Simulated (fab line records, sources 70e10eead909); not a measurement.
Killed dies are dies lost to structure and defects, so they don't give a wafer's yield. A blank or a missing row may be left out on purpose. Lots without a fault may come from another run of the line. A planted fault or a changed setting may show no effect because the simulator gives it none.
fab line records | flow nand_harc | part 2 of 2: steps 23 to 29 of 29
record lots=5 wafers=15 last_day=30
route steps=1302 shown A_STAIRCASE@649
lots that met no fault: from a run of the same line without faults
start_h: hours from the record's first day to the start of the lot's first wafer shown | wait_h: hours since the lot's step before | " the same as in the row above | L1.1+2: a row that stands for several wafers | - no value, or no start given | * or withheld: withheld | < > ~ a bound
route shown NAME@n: a module of which the file shows steps, and the number in the route of the first | usual: mean/standard deviation of fault-free wafers | same: alike in all rows | chamber/n: place in a boat | sites: the reading at each site | _std_site: their standard deviation | _edge_site: outer sites' mean less inner sites' | radius_mm: how far each site lies from the wafer's centre | mask NAME#n: copy n | behind: the tool/chamber that last shaped the wafer | hold: why the lot was held/for how many hours/how that ended | device: the transistor (n, p or np) that didn't switch | end of line: the same wafers' tests at the end of the route | a step without rows: its recipe alone | killed: dies lost to structure and defects at the first sort, not the wafer's yield | map: a wafer's dies, x killed, . not, _ none there
set.NAME: the setting as run; set.NAME@STEP: as run at that earlier step | model.NAME: the simulator's own value behind a step, which no gauge read
lots at some steps of the route; a table a step, a row a wafer
services: from which hour (start_h, from the record's first day; less than 0 if before it) a tool's chamber was out of use, for how many hours, and why
## steps
# step NHARC_A_STAIRCASE_TRIM_16
# recipe time_s=211.2 o2_flow_sccm=500 ar_flow_sccm=0 bias_w=0 chemistry=O2
# usual drypump_motor_current_A=5.8/0.42 oes_product_au=1.000/0.0086 rf_vpp_V=57.7/0.93 showerhead_plenum_p_Torr=3.48/0.16 throttle_valve_pct=17.037/0.0095
# columns lot.wafer tool chamber start_h wait_h drypump_motor_current_A oes_product_au rf_hours_counter_h rf_vpp_V showerhead_plenum_p_Torr throttle_valve_pct
L075.1 rie_diel-09 2 - - 6.0 1.006 7 57.5 3.52 17.034
L075.3 " 1 " " 5.3 0.998 8 57.0 3.44 17.029
L075.4 " 2 " " 6.0 1.003 - 56.9 3.52 17.034
L080.4 rie_diel-05 3 - - 5.8 0.994 49 58.3 3.62 17.045
L080.3 " 0 " " 5.8 0.995 47 56.2 3.33 17.044
L080.5 " 3 " " 5.8 0.992 - 58.2 3.62 17.046
L088.4 rie_diel-05 2 - - 6.1 1.010 10 58.4 3.74 17.032
L088.5 " 2 " " 6.1 1.001 - 57.7 3.74 17.015
L088.6 " 3 " " 5.9 0.998 - 58.7 3.61 17.030
L090.1 rie_diel-09 0 - - 6.3 1.001 7 58.7 3.41 17.045
L090.2 " 2 " " 6.0 0.999 6 57.9 3.48 17.055
L090.5 " 0 " " 6.2 1.008 - 59.0 3.41 17.034
L091.4 rie_diel-05 2 - - 6.1 1.006 21 58.0 3.73 17.054
L091.1 " 3 " " 5.9 0.995 32 58.2 3.61 17.045
L091.3 " 0 " " 5.8 1.021 37 57.7 3.31 17.029
# step NHARC_A_STAIRCASE_ETCH_17
# recipe target_depth_a=1000 time_s=40.5 ion_energy_ev=400 c4f8_flow_sccm=20 o2_flow_sccm=10 ar_flow_sccm=withheld rf_w=600 bias_w=1000 chemistry=C4F8/O2
# usual oes_product_au=0.942/0.0095 rf_vpp_V=894/5.7
# columns lot.wafer tool chamber start_h wait_h oes_product_au rf_hours_counter_h rf_vpp_V
L075.1 rie_diel-09 1 - - 0.945 8 894
L075.3 " 0 " " 0.949 10 893
L075.4 " 1 " " 0.947 - 893
L080.3 rie_diel-05 0 - - 0.934 47 889
L080.4 " 2 " " 0.943 47 906
L080.5 " 0 " " 0.931 - 888
L088.4 rie_diel-05 3 - - 0.940 23 899
L088.5 " 2 " " 0.939 - 904
L088.6 " 3 " " 0.938 - 900
L090.2 rie_diel-09 2 - - 0.935 6 895
L090.1 " 1 " " 0.942 7 892
L090.5 " 2 " " 0.945 - 894
L091.3 rie_diel-05 3 - - 0.947 32 899
L091.1 " 0 " " 0.954 37 888
L091.4 " 1 " " 0.937 36 889
# step NHARC_A_STAIRCASE_TRIM_18
# recipe time_s=211.2 o2_flow_sccm=500 ar_flow_sccm=0 bias_w=0 chemistry=O2
# usual drypump_motor_current_A=5.8/0.42 oes_product_au=0.999/0.0083 rf_vpp_V=57.6/0.99 showerhead_plenum_p_Torr=3.47/0.16 throttle_valve_pct=17.038/0.0091
# columns lot.wafer tool chamber start_h wait_h drypump_motor_current_A oes_product_au rf_hours_counter_h rf_vpp_V showerhead_plenum_p_Torr throttle_valve_pct
L075.1 rie_diel-09 1 - - 5.2 0.995 9 56.9 3.44 17.037
L075.3 " 2 " " 6.0 0.995 7 58.1 3.52 17.052
L075.4 " 1 " " 5.2 1.000 - 58.4 3.44 17.052
L080.3 rie_diel-05 3 - - 5.8 0.992 49 56.6 3.62 17.021
L080.4 " 0 " " 5.8 0.994 47 58.7 3.33 17.031
L080.5 " 3 " " 5.9 0.984 - 57.8 3.62 17.018
L088.4 rie_diel-05 1 - - 6.0 0.994 23 57.1 3.34 17.037
L088.5 " 1 " " 6.1 1.001 - 58.3 3.34 17.057
L088.6 " 2 " " 6.1 0.993 - 58.3 3.74 17.046
L090.2 rie_diel-09 2 - - 6.0 1.009 6 57.3 3.48 17.027
L090.1 " 3 " " 5.0 0.996 7 58.2 3.61 17.032
L090.5 " 1 " " 5.3 0.996 - 56.9 3.41 17.024
L091.1 rie_diel-05 1 - - 6.0 0.986 36 58.3 3.33 17.033
L091.3 " 2 " " 6.2 1.002 21 59.5 3.73 17.039
L091.4 " 3 " " 5.8 0.990 32 57.7 3.61 17.040
# step NHARC_A_STAIRCASE_ETCH_19
# recipe target_depth_a=1000 time_s=40.5 ion_energy_ev=400 c4f8_flow_sccm=20 o2_flow_sccm=10 ar_flow_sccm=withheld rf_w=600 bias_w=1000 chemistry=C4F8/O2
# usual oes_product_au=0.943/0.015 rf_vpp_V=894/5.6
# columns lot.wafer tool chamber start_h wait_h oes_product_au rf_hours_counter_h rf_vpp_V
L075.1 rie_diel-09 1 - - 0.946 9 892
L075.3 " 2 " " 0.943 7 895
L075.4 " 1 " " 0.947 - 892
L080.3 rie_diel-05 1 - - 0.946 47 890
L080.4 " 2 " " 0.937 47 904
L080.5 " 0 " " 0.927 - 889
L088.4 rie_diel-05 2 - - 0.954 10 903
L088.6 " 3 " " 0.961 - 899
L088.5 " 0 " " 0.963 - 887
L090.1 rie_diel-09 3 - - 0.951 7 900
L090.2 " 0 " " 0.953 8 892
L090.5 " 2 " " 0.943 - 894
L091.4 rie_diel-05 3 - - 0.938 32 899
L091.1 " 0 " " 0.949 38 888
L091.3 " 1 " " 0.932 36 889
# step NHARC_A_STAIRCASE_TRIM_20
# recipe time_s=211.2 o2_flow_sccm=500 ar_flow_sccm=0 bias_w=0 chemistry=O2
# usual drypump_motor_current_A=5.8/0.39 oes_product_au=0.999/0.0083 rf_vpp_V=57.8/0.93 showerhead_plenum_p_Torr=3.48/0.16 throttle_valve_pct=17.038/0.0097
# columns lot.wafer tool chamber start_h wait_h drypump_motor_current_A oes_product_au rf_hours_counter_h rf_vpp_V showerhead_plenum_p_Torr throttle_valve_pct
L075.1 rie_diel-05 2 358.09 0.1 6.1 1.003 31 57.3 3.76 17.025
L075.3 " 3 " " 5.8 0.989 34 58.8 3.63 17.043
L075.4 " 0 " " 5.8 0.982 31 59.9 3.34 17.042
L080.4 rie_diel-09 0 405.08 0.1 6.3 0.998 30 58.1 3.43 17.055
L080.3 " 1 " " 5.3 0.994 27 57.7 3.43 17.043
L080.5 " 3 " " 5.0 0.988 - 58.1 3.63 17.044
L088.4 rie_diel-05 0 496.11 0.1 5.8 1.011 24 56.8 3.32 17.051
L088.6 " 2 " " 6.1 1.009 - 58.0 3.74 17.054
L088.5 " 3 " " 5.8 1.001 - 58.4 3.61 17.041
L090.1 rie_diel-09 3 523.71 0.1 5.0 1.008 7 57.7 3.61 17.037
L090.2 " 0 " " 6.3 1.009 8 58.5 3.41 17.025
L090.5 " 0 " " 6.3 1.006 - 55.9 3.41 17.025
L091.3 rie_diel-02 1 526.91 0.1 5.9 1.008 44 57.5 3.41 17.053
L091.1 " 3 " " 6.0 0.986 39 56.7 3.75 17.037
L091.4 " 0 " " 6.3 1.011 43 56.3 3.32 17.037
# step NHARC_A_STAIRCASE_ETCH_21
# recipe target_depth_a=1000 time_s=40.5 ion_energy_ev=400 c4f8_flow_sccm=20 o2_flow_sccm=10 ar_flow_sccm=withheld rf_w=600 bias_w=1000 chemistry=C4F8/O2
# usual oes_product_au=0.948/0.013 rf_vpp_V=894/5.9
# columns lot.wafer tool chamber start_h wait_h oes_product_au rf_hours_counter_h rf_vpp_V
L075.1 rie_diel-05 3 - - 0.948 35 900
L075.4 " 1 " " 0.969 29 889
L075.3 " 2 " " 0.958 31 904
L080.3 rie_diel-09 1 - - 0.917 27 891
L080.4 " 2 " " 0.922 24 896
L080.5 " 1 " " 0.932 - 893
L088.4 rie_diel-05 2 - - 0.938 10 903
L088.5 " 0 " " 0.961 - 888
L088.6 " 1 " " 0.941 - 890
L090.1 rie_diel-09 3 - - 0.933 7 896
L090.2 " 1 " " 0.953 7 893
L090.5 " 2 " " 0.937 - 894
L091.1 rie_diel-02 1 - - 0.945 44 892
L091.3 " 2 " " 0.945 40 886
L091.4 " 0 " " 0.970 43 887
# step NHARC_A_STAIRCASE_TRIM_22
# recipe time_s=211.2 o2_flow_sccm=500 ar_flow_sccm=0 bias_w=0 chemistry=O2
# usual drypump_motor_current_A=5.8/0.38 oes_product_au=0.999/0.0091 rf_vpp_V=57.5/0.98 showerhead_plenum_p_Torr=3.48/0.16 throttle_valve_pct=17.036/0.0095
# columns lot.wafer tool chamber start_h wait_h drypump_motor_current_A oes_product_au rf_hours_counter_h rf_vpp_V showerhead_plenum_p_Torr throttle_valve_pct
L075.4 rie_diel-05 2 - - 6.1 0.986 31 57.4 3.76 17.028
L075.1 " 0 " " 5.9 0.986 31 57.6 3.34 17.035
L075.3 " 1 " " 6.0 0.993 29 57.5 3.36 17.039
L080.3 rie_diel-09 3 - - 5.0 1.015 26 56.6 3.63 17.027
L080.4 " 1 " " 5.3 0.994 27 57.9 3.43 17.051
L080.5 " 2 " " 6.0 0.998 - 58.4 3.51 17.029
L088.4 rie_diel-05 3 - - 5.8 0.996 24 57.9 3.61 17.026
L088.6 " 1 " " 6.1 0.994 - 57.9 3.34 17.038
L088.5 " 2 " " 6.1 1.010 - 58.2 3.74 17.054
L090.2 rie_diel-09 3 - - 5.0 1.010 7 56.7 3.61 17.021
L090.1 " 0 " " 6.3 1.001 8 57.2 3.41 17.020
L090.5 " 2 " " 6.0 1.005 - 57.8 3.48 17.031
L091.1 rie_diel-02 0 - - 6.2 0.999 43 56.6 3.32 17.042
L091.3 " 1 " " 5.9 0.998 44 57.8 3.41 17.033
L091.4 " 3 " " 5.9 0.998 39 57.9 3.75 17.024
## services
# columns tool chamber start_h hours kind
rie_diel-09 1 343.38 2.4 repair
rie_diel-09 3 352.38 8.4 repair
krf_scanner-03 - 352.40 1.5 repair
wet_bench-09 - 352.82 8.0 pm
krf_scanner-01 - 373.19 0.6 repair
rie_diel-02 3 388.56 5.6 repair
krf_scanner-01 - 390.46 1.1 repair
krf_scanner-03 - 396.00 4.0 pm
rie_diel-02 - 400.29 9.0 pm
litho_track-02 - 402.00 7.0 pm
rie_diel-05 - 406.76 9.0 pm
wet_bench-02 - 420.02 8.0 pm
litho_track-07 - 426.00 7.0 pm
plasma_asher-02 - 426.00 9.0 pm
krf_scanner-03 - 439.07 5.9 repair
wet_bench-01 - 439.81 7.1 repair
plasma_asher-02 - 453.44 2.8 repair
wet_bench-01 - 453.67 8.0 pm
wet_bench-09 - 463.39 4.2 repair
krf_scanner-01 - 472.40 0.5 repair
litho_track-05 - 474.00 7.0 pm
plasma_asher-02 - 496.56 2.2 repair
rie_diel-09 - 497.82 9.0 pm
wet_bench-01 - 521.40 7.1 repair
